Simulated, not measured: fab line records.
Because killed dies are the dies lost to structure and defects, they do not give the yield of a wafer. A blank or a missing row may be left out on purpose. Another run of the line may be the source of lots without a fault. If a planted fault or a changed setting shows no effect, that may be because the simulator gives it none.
fab line records	flow n5_finfet
[record] lots = 6	wafers = 18	last_day = 17
route steps=1938 shown BEOL_M13@1682 PASSIVATION@1936
lots untouched by any fault: they come from a run of this same line in which no faults occurred
start_h: the number of hours between the record's first day and the start of the first shown wafer of the lot	wait_h: hours elapsed since this lot's preceding step	" same as the row above	L1.1+2: a row that stands for several wafers	- value missing, or start not given	* or withheld: withheld	< > ~ a bound
route shown NAME@n: a module of which the file shows steps, and the number in the route of the first	usual: mean and standard deviation over wafers with no fault	same: alike in all rows	chamber/n: place in a boat	sites: per-site readings	_std_site: how widely they spread, as a standard deviation	_edge_site: mean of outer sites minus mean of inner sites	radius_mm: how far each site lies from the wafer's centre	mask NAME#n: copy n	behind: the last tool/chamber to shape the wafer	hold: the reason the lot was held/the length of the hold in hours/how it ended	device: the transistor (n, p or np) that didn't switch	end of line: tests run on the same wafers once the route is complete	a step given without rows: its recipe and nothing more	killed: count of dies lost to structure and defects at first sort (not the wafer's yield)	map: shows each die of a wafer: x if killed, . if not, _ if none is there
set.NAME: the run value of the setting; set.NAME@STEP: its run value at that earlier step	model.NAME: the simulator's own value behind a step, which no gauge read
lots at some steps of the route; a table a step, a row a wafer
services: a tool's chamber out of use, with start hour (start_h, from the record's first day; less than 0 if before it), hours out, and reason
[[steps]]
[step N5_BEOL_M13_COAT_22]
[recipe] spin_rpm = 2888	resist_thk_nm = 300
[step N5_BEOL_M13_EBR_24]
[recipe] solvent = PGMEA	ebr_width_mm = 1.5
[step N5_BEOL_M13_SOFTBAKE_23]
[recipe] temp_c = 130	time_s = 60
[step N5_BEOL_M13_EXPOSE_25]
[recipe] mask_id = M13	na = 0.93	source_shape = conventional	sigma_outer = 0.4	polarization = unpolarized	target_cd_nm = 210	dose_mj = 22
[step N5_BEOL_M13_PEB_26]
[recipe] peb_temp_c = 130	peb_time_s = 90
[step N5_BEOL_M13_DEVELOP_27]
[recipe] develop_time_s = 45	rinse_liquid = diw	dry = air_spin	dev_temp_c = 21
[step N5_BEOL_M13_HARDBAKE_32]
[recipe] temp_c = 130	time_s = 120
[step N5_BEOL_M13_CD_MEAS_28]
[recipe] target_cd_nm = 209.5	landing_energy_ev = 500	detector = se_inlens
[usual] cd_nm = 209.9/1.4
lot.wafer	tool	chamber	start_h	wait_h	cd_nm
L454.4	cd_sem-03	0	263.57	-	209.8
L454.5	"	0	"	"	208.4
L454.6	"	0	"	"	209.9
L456.2	cd_sem-03	0	277.59	-	208.1
L456.3	"	0	"	"	209.1
L456.5	"	0	"	"	210.3
L458.4	cd_sem-02	0	281.60	-	208.4
L458.5	"	0	"	"	208.3
L458.6	"	0	"	"	206.6
L459.2	cd_sem-01	0	297.14	-	207.8
L459.4	"	0	"	"	209.8
L459.5	"	0	"	"	209.3
L470.2	cd_sem-03	0	372.41	-	212.7
L470.4	"	0	"	"	210.6
L470.6	"	0	"	"	209.4
L471.3	cd_sem-02	0	377.00	-	207.5
L471.4	"	0	"	"	208.7
L471.6	"	0	"	"	209.9
[step N5_BEOL_M13_OVL_MEAS_29]
[recipe] points_per_wafer = 44
[usual] M13_OVL = -4/5.6
lot.wafer	tool	chamber	start_h	wait_h	M13_OVL[nm]
L454.4	overlay-01	0	263.60	0.0	6
L454.5	"	0	"	"	-7
L454.6	"	0	"	"	3
L456.2	overlay-02	0	277.62	0.0	-4
L456.3	"	0	"	"	-8
L456.5	"	0	"	"	-5
L458.4	overlay-02	0	281.62	0.0	3
L458.5	"	0	"	"	-5
L458.6	"	0	"	"	4
L459.2	overlay-01	0	297.17	0.0	3
L459.4	"	0	"	"	0
L459.5	"	0	"	"	2
L470.2	overlay-02	0	372.44	0.0	-7
L470.4	"	0	"	"	-16
L470.6	"	0	"	"	-2
L471.3	overlay-02	0	377.03	0.0	-8
L471.4	"	0	"	"	-11
L471.6	"	0	"	"	-15
[step N5_BEOL_M13_INSPECT_30]
[recipe] mode = adi	inspect_instrument = macro
[usual] raw_defect_count = 2/1.3
lot.wafer	tool	chamber	start_h	wait_h	raw_defect_count
L454.4	defect_inspect-01	-	263.62	0.0	2
L454.5	"	-	"	"	2
L454.6	"	-	"	"	1
L456.2	defect_inspect-02	-	277.65	0.0	3
L456.3	"	-	"	"	2
L456.5	"	-	"	"	3
L458.4	defect_inspect-02	-	281.65	0.0	1
L458.5	"	-	"	"	3
L458.6	"	-	"	"	4
L459.2	defect_inspect-02	-	297.20	0.0	0
L459.4	"	-	"	"	2
L459.5	"	-	"	"	2
L470.2	defect_inspect-02	-	372.46	0.0	1
L470.4	"	-	"	"	2
L470.6	"	-	"	"	0
L471.3	defect_inspect-01	-	377.05	0.0	2
L471.4	"	-	"	"	3
L471.6	"	-	"	"	1
[step N5_BEOL_M13_DESCUM_33]
[recipe] chemistry = O2	time_s = 7.9	source_power_w = 50	bias_power_w = 20	pressure_mtorr = 20	rf_frequency_hz = 2.712e+07	temp_c = 40	o2_flow_sccm = 225
[usual] drypump_motor_current_A = 5.8/0.42	oes_product_au = 0.74/0.078	rf_vpp_V = 242.9/1.4	showerhead_plenum_p_Torr = 2.09/0.07	throttle_valve_pct = 20.50/0.21
lot.wafer	tool	chamber	start_h	wait_h	drypump_motor_current_A	oes_product_au	rf_hours_counter_h	rf_vpp_V	showerhead_plenum_p_Torr	throttle_valve_pct
L454.4	rie_diel-02	2	263.68	0.1	4.9	0.72	210	241.2	2.06	20.25
L454.5	"	0	"	"	5.7	0.72	-	242.4	2.08	20.35
L454.6	"	3	"	"	5.9	0.69	-	241.5	1.99	20.57
L456.2	rie_diel-02	1	277.68	0.0	6.2	0.70	217	243.8	2.16	20.52
L456.3	"	0	"	"	5.7	0.72	192	242.6	2.08	20.35
L456.5	"	2	"	"	4.9	0.72	-	242.7	2.06	20.26
L458.4	rie_diel-02	0	281.95	0.3	5.7	0.73	193	242.1	2.08	20.34
L458.5	"	3	"	"	5.9	0.68	-	242.4	1.99	20.57
L458.6	"	0	"	"	5.8	0.72	-	243.5	2.08	20.35
L459.2	rie_diel-01	1	297.23	0.0	6.5	0.86	76	242.2	2.12	20.31
L459.4	"	0	"	"	6.1	0.74	184	241.1	2.02	20.82
L459.5	"	0	"	"	6.1	0.74	-	240.7	2.02	20.84
L470.2	rie_diel-02	3	372.60	0.1	5.9	0.98	1	245.5	2.24	20.33
L470.4	"	1	"	"	6.2	0.68	245	242.5	2.15	20.55
L470.6	"	3	"	"	5.9	0.98	-	246.0	2.24	20.34
L471.3	rie_diel-05	2	377.24	0.2	5.6	0.91	13	243.0	2.13	20.00
L471.4	"	0	"	"	5.9	0.78	130	245.5	2.18	20.48
L471.6	"	2	"	"	5.6	0.91	-	243.3	2.13	20.03
[step N5_BEOL_M13_ETCH_67]
[recipe] chemistry = CF4	target = SiARC	target_depth_a = 1430	time_s = 238.3	ion_energy_ev = 80	pressure_mtorr = 40	source_w = 545	bias_w = 36	Ar_flow_sccm = 100	cf4_flow_sccm = 100	ends = cleared
[usual] drypump_motor_current_A = 5.8/0.43	etch_rf_on_time_s = 240/4.9	oes_product_au = 0.63/0.063	rf_vpp_V = 184.1/1.2	showerhead_plenum_p_Torr = 2.13/0.073	throttle_valve_pct = 15.71/0.19
lot.wafer	tool	chamber	start_h	wait_h	drypump_motor_current_A	etch_rf_on_time_s	oes_product_au	rf_hours_counter_h	rf_vpp_V	showerhead_plenum_p_Torr	throttle_valve_pct
L454.4	rie_diel-02	2	263.71	0.0	5.0	237	0.61	210	184.7	2.11	15.57
L454.5	"	0	"	"	5.7	233	0.62	-	183.4	2.14	15.63
L454.6	"	3	"	"	5.9	244	0.58	-	182.4	2.03	15.76
L456.2	rie_diel-02	1	277.72	0.0	6.2	235	0.61	217	186.4	2.21	15.74
L456.3	"	0	"	"	5.8	228	0.62	192	182.9	2.14	15.64
L456.5	"	2	"	"	5.0	236	0.61	-	184.5	2.11	15.59
L458.4	rie_diel-02	0	281.98	0.0	5.7	230	0.62	193	183.1	2.14	15.66
L458.5	"	3	"	"	5.9	245	0.58	-	184.5	2.03	15.77
L458.6	"	0	"	"	5.7	230	0.61	-	183.8	2.13	15.64
L459.2	rie_diel-01	1	297.27	0.0	6.5	242	0.71	76	183.9	2.16	15.49
L459.4	"	0	"	"	6.1	242	0.63	184	183.2	2.05	15.87
L459.5	"	0	"	"	6.0	242	0.64	-	183.0	2.05	15.87
L470.2	rie_diel-02	3	372.64	0.0	5.9	241	0.83	1	186.3	2.28	15.34
L470.4	"	1	"	"	6.1	238	0.59	245	186.9	2.20	15.79
L470.6	"	3	"	"	5.9	241	0.83	-	185.2	2.28	15.34
L471.3	rie_diel-05	2	377.28	0.0	5.6	243	0.77	13	184.8	2.19	15.27
L471.4	"	0	"	"	5.9	237	0.67	130	185.9	2.23	15.71
L471.6	"	2	"	"	5.6	243	0.77	-	186.8	2.19	15.27
[step N5_BEOL_M13_ETCH_68]
[recipe] chemistry = N2/H2	target = SOC	mask_material = SiARC	source_w = 3000	bias_w = 350	temp_c = 40	time_s = 355	ion_energy_ev = 200	pressure_mtorr = 30	n2_flow_sccm = 200	h2_flow_sccm = 200
[usual] drypump_motor_current_A = 5.8/0.43	oes_product_au = 0.74/0.078	rf_vpp_V = 523.6/2.7	showerhead_plenum_p_Torr = 2.53/0.091	throttle_valve_pct = 17.84/0.18
lot.wafer	tool	chamber	start_h	wait_h	drypump_motor_current_A	oes_product_au	rf_hours_counter_h	rf_vpp_V	showerhead_plenum_p_Torr	throttle_valve_pct	model.SiARC_of_BEOL_M13_COAT_66.thk_nm	model.BEOL_M13.cd_nm
L454.4	rie_diel-02	2	263.86	0.1	4.9	0.71	210	524.1	2.51	17.74	77.4	211.2
L454.5	"	0	"	"	5.8	0.72	-	524.7	2.52	17.68	77	211.6
L454.6	"	3	"	"	5.9	0.68	-	520.8	2.42	18.01	77.8	211.6
L456.2	rie_diel-02	1	277.86	0.1	6.2	0.70	217	524.8	2.59	17.62	78	208
L456.3	"	0	"	"	5.8	0.72	192	524.8	2.52	17.70	76.6	211
L456.5	"	2	"	"	5.0	0.85	-	523.1	2.51	17.76	67.6	215.4
L458.4	rie_diel-02	0	282.13	0.1	5.8	0.86	194	523.1	2.52	17.70	66.4	216.4
L458.5	"	3	"	"	5.9	0.81	-	520.0	2.42	17.99	68	215.8
L458.6	"	0	"	"	5.7	0.85	-	523.4	2.52	17.69	66.2	214.6
L459.2	rie_diel-01	1	297.41	0.1	6.5	0.87	76	524.2	2.58	17.83	75.4	208.2
L459.4	"	0	"	"	6.0	0.75	184	520.7	2.42	17.93	77.2	209.2
L459.5	"	0	"	"	6.0	0.75	-	521.4	2.42	17.93	76.8	209
L470.2	rie_diel-02	3	372.78	0.1	5.9	0.98	1	528.5	2.73	17.70	76	212.2
L470.4	"	1	"	"	6.2	0.68	245	525.8	2.58	17.67	77	209.4
L470.6	"	3	"	"	5.9	0.99	-	528.5	2.73	17.68	76.6	209.6
L471.3	rie_diel-05	2	377.42	0.1	5.6	0.91	13	524.8	2.60	17.38	76.4	208.2
L471.4	"	0	"	"	5.9	0.79	130	528.6	2.65	17.76	76.4	209
L471.6	"	2	"	"	5.6	0.91	-	525.3	2.60	17.39	76.8	209
[step N5_BEOL_M13_STRIP_69]
[recipe] chemistry = N2/H2	temp_c = 40	n2_flow_sccm = 200	h2_flow_sccm = 200	rf_frequency_hz = 6e+07
[step N5_BEOL_M13_TRENCH_ETCH_34]
[recipe] chemistry = C4F8/O2/Ar	target = SiOC	target_depth_a = 4134.7	mask_material = SOC	pressure_mtorr = 30	source_w = 3000	bias_w = 700	Ar_flow_sccm = 400	C4F8_flow_sccm = 15	O2_flow_sccm = 8	he_inner_torr = 15	he_outer_torr = 30	time_s = 162.6	ion_energy_ev = 250
[usual] drypump_motor_current_A = 5.8/0.42	oes_product_au = 0.74/0.077	rf_vpp_V = 665/3.3	showerhead_plenum_p_Torr = 3.41/0.12	throttle_valve_pct = 24.25/0.2
lot.wafer	tool	chamber	start_h	wait_h	drypump_motor_current_A	oes_product_au	rf_hours_counter_h	rf_vpp_V	showerhead_plenum_p_Torr	throttle_valve_pct
L454.4	rie_diel-02	2	264.08	0.0	5.0	0.71	210	665	3.37	24.04
L454.5	"	0	"	"	5.7	0.71	-	664	3.40	24.07
L454.6	"	3	"	"	5.9	0.68	-	661	3.25	24.23
L456.2	rie_diel-02	1	278.08	0.0	6.2	0.70	217	668	3.52	24.25
L456.3	"	0	"	"	5.8	0.72	192	665	3.39	24.08
L456.5	"	2	"	"	4.9	0.71	-	665	3.37	24.05
L458.4	rie_diel-02	0	282.35	0.0	5.7	0.72	194	664	3.39	24.09
L458.5	"	3	"	"	5.9	0.68	-	660	3.24	24.25
L458.6	"	0	"	"	5.8	0.71	-	665	3.39	24.08
L459.2	rie_diel-01	1	297.63	0.0	6.5	0.86	76	666	3.43	24.02
L459.4	"	0	"	"	6.0	0.75	184	662	3.26	24.37
L459.5	"	0	"	"	6.1	0.74	-	660	3.26	24.37
L470.2	rie_diel-02	3	373.01	0.0	5.9	0.99	2	671	3.63	24.04
L470.4	"	1	"	"	6.2	0.69	245	668	3.51	24.29
L470.6	"	3	"	"	5.9	0.98	-	669	3.63	24.05
L471.3	rie_diel-05	2	377.64	0.0	5.6	0.90	13	668	3.51	23.97
L471.4	"	0	"	"	5.9	0.78	130	669	3.56	24.35
L471.6	"	2	"	"	5.7	0.90	-	668	3.51	23.98
[step N5_BEOL_M13_STRIP_70]
[recipe] chemistry = C4F8/O2/Ar	resist = SiARC	rf_frequency_hz = 6e+07
[step N5_BEOL_M13_OCD_MEAS_35]
[usual] trench_depth_nm = 411/7.2
lot.wafer	tool	chamber	start_h	wait_h	trench_depth_nm
L454.4	ocd-02	-	264.27	0.0	411
L454.5	"	-	"	"	413
L454.6	"	-	"	"	403
L456.2	ocd-01	-	278.26	0.0	410
L456.3	"	-	"	"	417
L456.5	"	-	"	"	411
L458.4	ocd-01	-	282.53	0.0	418
L458.5	"	-	"	"	403
L458.6	"	-	"	"	418
L459.2	ocd-02	-	297.81	0.0	427
L459.4	"	-	"	"	410
L459.5	"	-	"	"	409
L470.2	ocd-01	-	373.18	0.0	419
L470.4	"	-	"	"	411
L470.6	"	-	"	"	418
L471.3	ocd-02	-	377.82	0.0	412
L471.4	"	-	"	"	413
L471.6	"	-	"	"	410
[step N5_BEOL_M13_STRIP_37]
[recipe] chemistry = N2/H2	power_w = 1000	temp_c = 250	h2_frac = 0.65	overash_fraction = 0.3	pressure_mtorr = withheld	n2_flow_sccm = 1750	h2_flow_sccm = 3250
[usual] drypump_motor_current_A = 5.78/0.12	heater_power_w = 295/15	oes_product_au = 0.784/0.0097
lot.wafer	tool	chamber	start_h	wait_h	drypump_motor_current_A	heater_power_w	oes_product_au	rf_hours_counter_h
L454.4	plasma_asher-01	1	264.32	0.1	5.65	301	0.774	-
L454.5	"	0	"	"	5.82	298	0.799	-
L454.6	"	1	"	"	5.64	301	0.781	-
L456.2	plasma_asher-02	1	278.30	0.0	5.93	299	0.783	128
L456.3	"	1	"	"	5.98	306	0.796	-
L456.5	"	0	"	"	5.70	265	0.785	-
L458.4	plasma_asher-01	1	282.59	0.1	5.71	301	0.776	-
L458.5	"	0	"	"	5.85	308	0.793	-
L458.6	"	1	"	"	5.72	296	0.792	-
L459.2	plasma_asher-01	1	297.85	0.0	5.66	310	0.788	80
L459.4	"	1	"	"	5.68	295	0.781	-
L459.5	"	1	"	"	5.70	306	0.786	-
L470.2	plasma_asher-02	0	373.22	0.0	5.67	272	0.768	150
L470.4	"	0	"	"	5.68	268	0.793	-
L470.6	"	1	"	"	5.95	307	0.767	-
L471.3	plasma_asher-02	1	377.88	0.1	5.93	301	0.785	-
L471.4	"	0	"	"	5.68	273	0.796	-
L471.6	"	0	"	"	5.66	271	0.786	-
[step N5_BEOL_M13_ETCH_38]
[recipe] chemistry = CF4/N2	target = SiCN	target_depth_a = 675	taper_deg = 2	time_s = 71.9	ion_energy_ev = 150	mask_material = SiO2	pressure_mtorr = 40	source_w = 430	bias_w = 70	Ar_flow_sccm = 100	cf4_flow_sccm = 60	n2_flow_sccm = 60
[usual] drypump_motor_current_A = 5.8/0.42	oes_product_au = 0.73/0.063	rf_vpp_V = 382.3/1.9	showerhead_plenum_p_Torr = 2.21/0.074	throttle_valve_pct = 15.54/0.16
lot.wafer	tool	chamber	start_h	wait_h	drypump_motor_current_A	oes_product_au	rf_hours_counter_h	rf_vpp_V	showerhead_plenum_p_Torr	throttle_valve_pct	model.BEOL_M13.cd_nm
L454.4	rie_diel-02	3	264.38	-	5.9	0.67	224	380.7	2.09	15.59	211.6
L454.5	"	3	"	"	5.9	0.68	-	380.1	2.09	15.60	211.8
L454.6	"	0	"	"	5.7	0.73	-	383.3	2.19	15.42	211.8
L456.2	rie_diel-05	1	282.03	-	5.7	0.68	202	380.3	2.10	15.88	208
L456.3	"	0	"	"	5.9	0.81	102	385.5	2.31	15.50	211.2
L456.5	"	3	"	"	5.6	0.69	-	383.6	2.26	15.59	215.4
L458.4	rie_diel-01	1	282.83	-	6.5	0.84	71	384.4	2.23	15.32	216.4
L458.5	"	1	"	"	6.5	0.84	-	383.3	2.23	15.31	215.6
L458.6	"	2	"	"	6.0	0.69	-	383.9	2.28	15.74	214.6
L459.2	rie_diel-05	1	302.20	-	5.7	0.70	209	379.8	2.10	15.88	208.2
L459.4	"	2	"	"	5.7	0.69	-	382.7	2.27	15.56	209.2
L459.5	"	1	"	"	5.7	0.69	-	379.8	2.10	15.89	209
L470.2	rie_diel-01	0	375.03	-	6.0	0.74	207	378.5	2.10	15.74	212.4
L470.4	"	1	"	"	6.5	0.80	-	383.8	2.22	15.39	209.6
L470.6	"	2	"	"	5.9	0.68	-	383.5	2.27	15.79	209.6
L471.3	rie_diel-02	3	378.51	-	5.9	0.96	4	385.4	2.35	15.19	208.4
L471.4	"	1	"	"	6.2	0.69	247	384.3	2.26	15.58	208.8
L471.6	"	1	"	"	6.2	0.69	-	383.0	2.26	15.61	209
[step N5_BEOL_M13_PRECLEAN_39]
[recipe] chemistry = residue_remover	time_s = 60	temp_c = 40
[step N5_PASSIVATION_PROBE_49]
[usual] defect_limited_yield = 91.0/1.3	killed_at_M0_to_M3 = 36/9.5	killed_at_M4_up = 14/5.6	killed_at_contacts = 12/6.4	killed_at_front_end = 40/10	killed_at_other = 3.2/3	killed_dies = 107/15	killed_open = 69/12	killed_short = 35/7.7	sort_bin_5_function = 5.3/0.91	sort_bin_6_memory = 3.3/0.65	sort_bin_8_speed = 0.00/0.012	sort_n_pass = 1073/15	sort_yield_pct = 91.0/1.3
[same] gross_dies = 1180	killed_at_back_side = 0	sort_bin_4_leakage[%] = 0
lot.wafer	tool	chamber	start_h	wait_h	defect_limited_yield[%]	killed_at_M0_to_M3	killed_at_M4_up	killed_at_contacts	killed_at_front_end	killed_at_other	killed_dies	killed_open	killed_short	sort_bin_5_function[%]	sort_bin_6_memory[%]	sort_bin_8_speed[%]	sort_n_pass	sort_yield_pct[%]
L456.2	prober-02	-	310.50	0.1	91.8	41	11	6	39	0	97	56	34	5.3	2.2	0	1083	91.8
L456.3	prober-02	-	310.55	0.1	93.4	31	10	4	30	3	78	47	29	4.0	2.3	0	1102	93.4
L456.5	prober-02	-	310.65	0.2	92.5	25	16	5	38	4	88	52	35	4.4	2.9	0	1092	92.5
// killed by level:class
L456.2 BEOL_M0_SAQP:geometric_particle:open=12 BEOL_M0_SAQP:geometric_particle:short=11 FIN_SAQP:geometric_particle:open=7 DUMMY_GATE:geometric_particle:open=6 HKMG_FIN:area_etch=6 FIN_SAQP:geometric_particle:short=5 MOL_CONTACT_COAG:geometric_particle:open=5 BEOL_M1:geometric_particle:open=5
L456.3 BEOL_M0_SAQP:geometric_particle:open=9 BEOL_M0_SAQP:geometric_particle:short=7 GATE_CUT:geometric_particle:short=5 BEOL_M3:geometric_particle:open=5 STARTING-WAFER:geometric_particle:short=5 FIN_SAQP:geometric_particle:open=4 MOL_CONTACT_COAG:geometric_particle:open=4 STARTING-WAFER:geometric_particle:open=4
L456.5 GATE_CUT:geometric_particle:short=10 BEOL_M4:geometric_particle:open=8 BEOL_M1:geometric_particle:short=6 BEOL_M2:geometric_particle:open=6 BEOL_M3:geometric_particle:open=5 BEOL_M5:geometric_particle:open=5 STI_FIN_REVEAL:geometric_particle:open=4 DUMMY_GATE:geometric_particle:open=4
[[services]]
tool	chamber	start_h	hours	kind
rie_diel-05	3	291.67	-	clean
rie_diel-05	3	291.67	-	consumable_replace:focus_ring
rie_diel-05	3	291.67	12.5	scheduled_down
rie_diel-05	3	291.67	12.5	vent_cycle
plasma_asher-01	-	311.70	14.6	pm
rie_diel-05	2	312.84	-	clean
rie_diel-05	2	312.84	-	consumable_replace:focus_ring
rie_diel-05	2	312.84	16.0	scheduled_down
rie_diel-05	2	312.84	16.0	vent_cycle
plasma_asher-01	-	332.48	1.1	repair
plasma_asher-01	-	340.89	1.4	repair
rie_diel-02	3	351.18	-	clean
rie_diel-02	3	351.18	-	consumable_replace:focus_ring
rie_diel-02	3	351.18	-	consumable_replace:showerhead
rie_diel-02	3	351.18	16.0	scheduled_down
rie_diel-02	3	351.18	16.0	vent_cycle
rie_diel-05	0	365.70	8.6	repair
rie_diel-01	3	374.08	-	clean
rie_diel-01	3	374.08	-	consumable_replace:focus_ring
rie_diel-01	3	374.08	-	consumable_replace:showerhead
rie_diel-01	3	374.08	19.6	scheduled_down
rie_diel-01	3	374.08	19.6	vent_cycle
[[key]]
first_sign none at tools or gauges
[model_effect] step = N5_BEOL_M13_ETCH_68	value = SiARC_of_BEOL_M13_COAT_66.thk_nm	without = 77.05	struck = 67.05
[model_effect] step = N5_BEOL_M13_ETCH_38	value = BEOL_M13.cd_nm	without = 210.5	struck = 215.5
met_at N5_BEOL_M13_ETCH_68
struck_wafers L456.5,L458.4,L458.5,L458.6
onset_between 263.86 277.86
[fault] kind = process_parameter_drift	tool = rie_diel-02	chamber = -	onset_h = 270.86	steps = N5_BEOL_M13_ETCH_68	channel = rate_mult	offset = 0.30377	shape = step	end_h = 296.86	scope = struck_wafers_only
